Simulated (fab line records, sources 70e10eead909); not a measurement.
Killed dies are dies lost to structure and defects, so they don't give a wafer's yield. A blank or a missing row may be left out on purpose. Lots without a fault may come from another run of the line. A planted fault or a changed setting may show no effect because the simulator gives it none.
fab line records | flow nand_harc
record lots=4 wafers=12 last_day=33
route steps=1302 shown A_CHANNEL_HOLE_D1@457 A_CHANNEL_FILL_D1@490 END@1302
lots that met no fault: from a run of the same line without faults
start_h: hours from the record's first day to the start of the lot's first wafer shown | wait_h: hours since the lot's step before | " the same as in the row above | L1.1+2: a row that stands for several wafers | - no value, or no start given | * or withheld: withheld | < > ~ a bound
route shown NAME@n: a module of which the file shows steps, and the number in the route of the first | usual: mean/standard deviation of fault-free wafers | same: alike in all rows | chamber/n: place in a boat | sites: the reading at each site | _std_site: their standard deviation | _edge_site: outer sites' mean less inner sites' | radius_mm: how far each site lies from the wafer's centre | mask NAME#n: copy n | behind: the tool/chamber that last shaped the wafer | hold: why the lot was held/for how many hours/how that ended | device: the transistor (n, p or np) that didn't switch | end of line: the same wafers' tests at the end of the route | a step without rows: its recipe alone | killed: dies lost to structure and defects at the first sort, not the wafer's yield | map: a wafer's dies, x killed, . not, _ none there
set.NAME: the setting as run; set.NAME@STEP: as run at that earlier step | model.NAME: the simulator's own value behind a step, which no gauge read
lots at some steps of the route; a table a step, a row a wafer
services: from which hour (start_h, from the record's first day; less than 0 if before it) a tool's chamber was out of use, for how many hours, and why
## steps
# step NHARC_A_CHANNEL_HOLE_D1_SOFTBAKE_05
# recipe temp_c=105 time_s=55
# step NHARC_A_CHANNEL_HOLE_D1_EBR_06
# step NHARC_A_CHANNEL_HOLE_D1_EXPOSE_07
# recipe na=1.35 target_cd_nm=100 sigma_outer=0.3 dose_mj=59.65 mask_id=HOLE_D1
# step NHARC_A_CHANNEL_HOLE_D1_PEB_08
# recipe peb_temp_c=100 peb_time_s=65
# step NHARC_A_CHANNEL_HOLE_D1_DEVELOP_09
# recipe develop_time_s=35 dev_temp_c=23
# step NHARC_A_CHANNEL_HOLE_D1_DESCUM_15
# recipe time_s=3 o2_flow_sccm=200 ar_flow_sccm=0 bias_power_w=0 chemistry=O2
# step NHARC_A_CHANNEL_HOLE_D1_ETCH_38
# recipe target_depth_a=390 over_etch_frac=0.3 time_s=65 ion_energy_ev=80 cf4_flow_sccm=150 ar_flow_sccm=0 rf_w=300 bias_w=100 chemistry=CF4
# step NHARC_A_CHANNEL_HOLE_D1_ETCH_39
# recipe target_depth_a=2600 over_etch_frac=0.3 time_s=325 ion_energy_ev=200 n2_flow_sccm=150 h2_flow_sccm=150 ar_flow_sccm=0 rf_w=400 bias_w=150 chemistry=N2/H2
# step NHARC_A_CHANNEL_HOLE_D1_ETCH_34
# recipe target_depth_a=1540 time_s=77 cf4_flow_sccm=100 chf3_flow_sccm=30 ar_flow_sccm=0 rf_w=500 bias_w=200 chemistry=CF4/CHF3
# step NHARC_A_CHANNEL_HOLE_D1_ETCH_16
# recipe target_depth_a=31000 over_etch_frac=0.3 time_s=806 ion_energy_ev=150 o2_flow_sccm=400 cos_flow_sccm=20 ar_flow_sccm=0 rf_w=500 bias_w=300 chemistry=O2/COS
# usual drypump_motor_current_A=5.63/0.28 o2_flow_sccm=400.0/1.1 oes_product_au=0.999/0.011 rf_vpp_V=315.5/1.5 showerhead_plenum_p_Torr=3.21/0.1 throttle_valve_pct=28.330/0.0095
# columns lot.wafer tool chamber start_h wait_h drypump_motor_current_A o2_flow_sccm oes_product_au rf_hours_counter_h rf_vpp_V showerhead_plenum_p_Torr throttle_valve_pct
L921.2 rie_diel-11 2 240.42 - 5.32 400.3 1.010 12 315.4 3.16 28.333
L921.3 " 0 " " 5.66 398.6 0.997 13 313.2 3.13 28.344
L921.5 " 2 " " 5.34 398.9 1.013 - 313.3 3.16 28.327
L926.4 rie_diel-11 0 293.05 - 5.65 400.4 1.000 3 314.1 3.13 28.324
L926.5 " 1 " " 5.56 400.2 0.998 - 316.7 3.33 28.329
L926.6 " 2 " " 5.35 399.8 1.000 - 313.9 3.16 28.340
L928.1 rie_diel-11 0 326.87 - 5.70 401.3 0.990 5 315.0 3.13 28.339
L928.2 " 2 " " 5.34 398.6 0.996 6 314.8 3.15 28.343
L928.5 " 0 " " 5.69 398.8 0.989 - 314.5 3.13 28.313
L937.1 rie_diel-11 3 401.82 - 5.83 399.2 0.988 11 316.0 3.33 28.322
L937.3 " 1 " " 5.56 397.7 1.001 12 316.5 3.33 28.325
L937.6 " 3 " " 5.82 398.5 0.992 - 317.9 3.33 28.336
# step NHARC_A_CHANNEL_HOLE_D1_ETCH_19
# recipe bias_v=1200 source_w=2500 pressure_mtorr=15 time_s=34.5 ar_flow_sccm=375 c4f8_flow_sccm=28.8 o2_flow_sccm=96.2 temp_c=-20 target_depth_a=* chemistry=C4F8/O2/Ar
# step NHARC_A_CHANNEL_HOLE_D1_ETCH_20
# recipe bias_v=3000 source_w=withheld pressure_mtorr=20 time_s=361.9 ar_flow_sccm=375 c4f8_flow_sccm=89.3 o2_flow_sccm=35.7 temp_c=-20 target_depth_a=16000 chemistry=C4F8/O2/Ar
# step NHARC_A_CHANNEL_HOLE_D1_ETCH_21
# recipe bias_v=3000 source_w=withheld pressure_mtorr=20 time_s=514.3 ar_flow_sccm=375 c4f8_flow_sccm=89.3 o2_flow_sccm=35.7 temp_c=-20 target_depth_a=16000 chemistry=C4F8/O2/Ar
# step NHARC_A_CHANNEL_HOLE_D1_ETCH_22
# recipe bias_v=3000 source_w=withheld pressure_mtorr=20 time_s=666.7 ar_flow_sccm=375 c4f8_flow_sccm=89.3 o2_flow_sccm=35.7 temp_c=-20 target_depth_a=16000 chemistry=C4F8/O2/Ar
# step NHARC_A_CHANNEL_HOLE_D1_ETCH_23
# recipe bias_v=5000 source_w=withheld pressure_mtorr=20 time_s=819 ar_flow_sccm=375 c4f8_flow_sccm=89.3 o2_flow_sccm=35.7 temp_c=-20 target_depth_a=16000 chemistry=C4F8/O2/Ar
# step NHARC_A_CHANNEL_HOLE_D1_ETCH_24
# recipe bias_v=5000 source_w=withheld pressure_mtorr=20 time_s=906.2 ar_flow_sccm=375 c4f8_flow_sccm=93.8 o2_flow_sccm=31.2 temp_c=-20 target_depth_a=15000 chemistry=C4F8/O2/Ar
# step NHARC_A_CHANNEL_HOLE_D1_ETCH_25
# recipe bias_v=5000 source_w=withheld pressure_mtorr=20 time_s=1040.2 ar_flow_sccm=375 c4f8_flow_sccm=93.8 o2_flow_sccm=31.2 temp_c=-20 target_depth_a=15000 chemistry=C4F8/O2/Ar
# step NHARC_A_CHANNEL_HOLE_D1_ETCH_26
# recipe bias_v=300 source_w=2000 pressure_mtorr=30 time_s=224.1 ar_flow_sccm=375 c4f8_flow_sccm=11.4 o2_flow_sccm=113.6 temp_c=-20 target_depth_a=3000 chemistry=C4F8/O2/Ar
# step NHARC_A_CHANNEL_HOLE_D1_ETCH_33
# recipe bias_v=400 source_w=2000 pressure_mtorr=25 time_s=90 ar_flow_sccm=375 c4f8_flow_sccm=41.7 o2_flow_sccm=83.3 temp_c=-20 target_depth_a=4000 chemistry=C4F8/O2/Ar
# step NHARC_A_CHANNEL_HOLE_D1_STRIP_41
# recipe n2_flow_sccm=150 h2_flow_sccm=150 ar_flow_sccm=0 bias_w=0 chemistry=N2/H2
# step NHARC_A_CHANNEL_HOLE_D1_STRIP_42
# recipe cf4_flow_sccm=100 chf3_flow_sccm=30 ar_flow_sccm=0 bias_w=0 chemistry=CF4/CHF3
# step NHARC_A_CHANNEL_HOLE_D1_STRIP_43
# recipe o2_flow_sccm=400 cos_flow_sccm=20 ar_flow_sccm=0 bias_w=0 chemistry=O2/COS
# step NHARC_A_CHANNEL_HOLE_D1_ETCH_44
# recipe target_depth_a=1400 overetch_a=140 time_s=77 ion_energy_ev=100 cf4_flow_sccm=80 o2_flow_sccm=20 ar_flow_sccm=0 rf_w=300 bias_w=100 chemistry=CF4/O2
# step NHARC_A_CHANNEL_HOLE_D1_STRIP_27
# recipe o2_flow_sccm=500 ar_flow_sccm=0 bias_w=0 chemistry=O2
# step NHARC_A_CHANNEL_HOLE_D1_PRECLEAN_28
# recipe time_s=* temp_c=50 bath_age_min=0 chemistry=SC1
# step NHARC_A_CHANNEL_HOLE_D1_SRD_29
# step NHARC_A_CHANNEL_HOLE_D1_XSEM_31
# recipe landing_energy_ev=35000
# step NHARC_A_CHANNEL_HOLE_D1_INSPECT_40
# usual raw_defect_count=72/26
# columns lot.wafer tool chamber start_h wait_h raw_defect_count
L921.2 defect_inspect-02 - 247.08 - 86
L921.3 " - " " 98
L921.5 " - " " 99
L926.4 defect_inspect-01 - 302.81 - 90
L926.5 " - " " 110
L926.6 " - " " 493
L928.1 defect_inspect-02 - 333.16 - 82
L928.2 " - " " 423
L928.5 " - " " 99
L937.1 defect_inspect-02 - 409.21 - 61
L937.3 " - " " 48
L937.6 " - " " 48
# step NHARC_A_CHANNEL_FILL_D1_PRECLEAN_00
# recipe time_s=* temp_c=50 bath_age_min=0 chemistry=SC1
# step NHARC_END_SORT_01
# recipe temp_c=25
# usual killed_at_array=58/18 killed_at_other=1.0/1.5 killed_at_periphery=4/3.1 killed_dies=64/18 killed_open=3.4/1.9 killed_short=2.7/1.7
# same gross_dies=677
# columns lot.wafer tool chamber start_h wait_h killed_at_array killed_at_other killed_at_periphery killed_dies killed_open killed_short
L926.6 prober-01 0 682.36 4.0 102 0 1 103 0 1
L928.2 prober-01 0 711.70 2.8 128 0 2 130 3 1
# killed by level:class
L926.6 A_CHANNEL_HOLE_D1:unspecified=62 A_CHANNEL_HOLE_D1:chamber_film_flake=32 A_WL_FILL:geometric_particle:short=1 P_BONDPAD:chamber_film_flake=1 A_CHANNEL_HOLE_D2:chamber_film_flake=1 A_CHANNEL_FILL_D1:chamber_film_flake=1 A_STAIRCASE:chamber_film_flake=1 A_SGD_CUT:chamber_film_flake=1
L928.2 A_CHANNEL_HOLE_D1:unspecified=59 A_SLIT:chamber_film_flake=34 A_CHANNEL_HOLE_D1:chamber_film_flake=24 A_BLC:geometric_particle:open=2 P_GATE:chamber_film_flake=2 A_DECK1_JOINT:chamber_film_flake=2 A_STAIRCASE:chamber_film_flake=2 A_CONTACT:chamber_film_flake=2
# map L926.6 (x killed, . not)
____________.____________
_________......._________
_______..........._______
______.............______
_____...x..........._____
____.................____
____.................____
___xxx................___
___xx.................___
__xxxxx................__
__xxxx.....x.x.........__
_xxxxxxx................_
_xxxxxxx................_
_xxxxxxxx..............._
_xxxxxxx................_
_xxxxxxx................_
xxxxxx...................
xx..x....................
...x..x.....x............
.....x......xxx..x.......
x..........xxx...........
_...........xxx........._
_........xxxxxxx.x......_
_.........xxx.xx.x......_
_.........xxxxx........._
_..........x............_
__.........xxx.........__
__.....................__
___...........x.......___
___...................___
____.................____
____.........x...x...____
_____..............._____
______.............______
_______..........._______
_________......._________
____________.____________
# map L928.2 (x killed, . not)
____________.____________
_________......._________
_______..........._______
______.............______
_____..............._____
____.........x.......____
____x....x..x.x......____
___xxx................___
___xxxx...............___
__xxxxx................__
__xxxxx....x...........__
_xxxxxxx................_
_xxxxxxx................_
_xxxxx.................._
_xxxxxx................._
_xxxxxx.......x........._
xxxxxx...................
.xxxx..x.................
x..........xx............
.........................
.........x.xxxx..........
_..........xxx..x......._
_.........xxxx.x........_
_..........xxx.........._
_..x..x.xxxx.xxx........_
_..........x.x.........._
__....xxxx.x..x........__
__....xxx..............__
___.x.xxxxxx..........___
___...xxxxx...........___
____..x.xxx..........____
____.xx...xx.........____
_____....x.x........_____
______x..x.........______
_______..........._______
_________......._________
____________.____________
## services
# columns tool chamber start_h hours kind
rie_diel-11 3 225.47 24.4 repair
rie_diel-11 0 234.50 - clean
rie_diel-11 1 234.50 - clean
rie_diel-11 2 234.50 - clean
rie_diel-11 - 255.50 9.0 pm
rie_diel-11 0 255.50 9.0 vent_cycle
rie_diel-11 1 255.50 9.0 vent_cycle
rie_diel-11 2 255.50 9.0 vent_cycle
rie_diel-11 3 255.50 9.0 vent_cycle
rie_diel-11 0 264.50 - clean
rie_diel-11 1 264.50 - clean
rie_diel-11 2 264.50 - clean
rie_diel-11 3 264.50 - clean
rie_diel-11 0 289.00 - clean
rie_diel-11 1 289.00 - clean
rie_diel-11 2 289.00 - clean
rie_diel-11 3 289.00 - clean
rie_diel-11 0 313.50 - clean
rie_diel-11 1 313.50 - clean
rie_diel-11 2 313.50 - clean
rie_diel-11 3 313.50 - clean
rie_diel-11 0 338.00 - clean
rie_diel-11 3 340.13 7.4 repair
rie_diel-11 1 382.09 11.8 repair
## key
first_sign step=NHARC_A_CHANNEL_HOLE_D1_INSPECT_40 reading=raw_defect_count direction=up sigmas=15 usual=72 struck=458
effect step=NHARC_END_SORT_01 reading=killed_at_array direction=up sigmas=3.2 usual=58 struck=115
more_kills_born_at NHARC_A_CHANNEL_HOLE_D1_ETCH_16@rie_diel-11=121
met_at NHARC_A_CHANNEL_HOLE_D1_ETCH_16
struck_wafers L926.6,L928.2
tester_left_out L926,L928
onset_between 240.42 293.05
fault kind=chamber_particle_source tool=rie_diel-11 chamber=2 onset_h=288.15 steps=NHARC_A_CHANNEL_HOLE_D1_ETCH_16 rate_per_visit_cm2=0.56569 end_h=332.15
# tester_left_out: of these lots the tester's yield and bins aren't shown, on N5 and GAA mostly nor the transistor test; their killed dies are dies lost to structure and defects alone, not to doping, threshold or leakage, so they don't give the yield
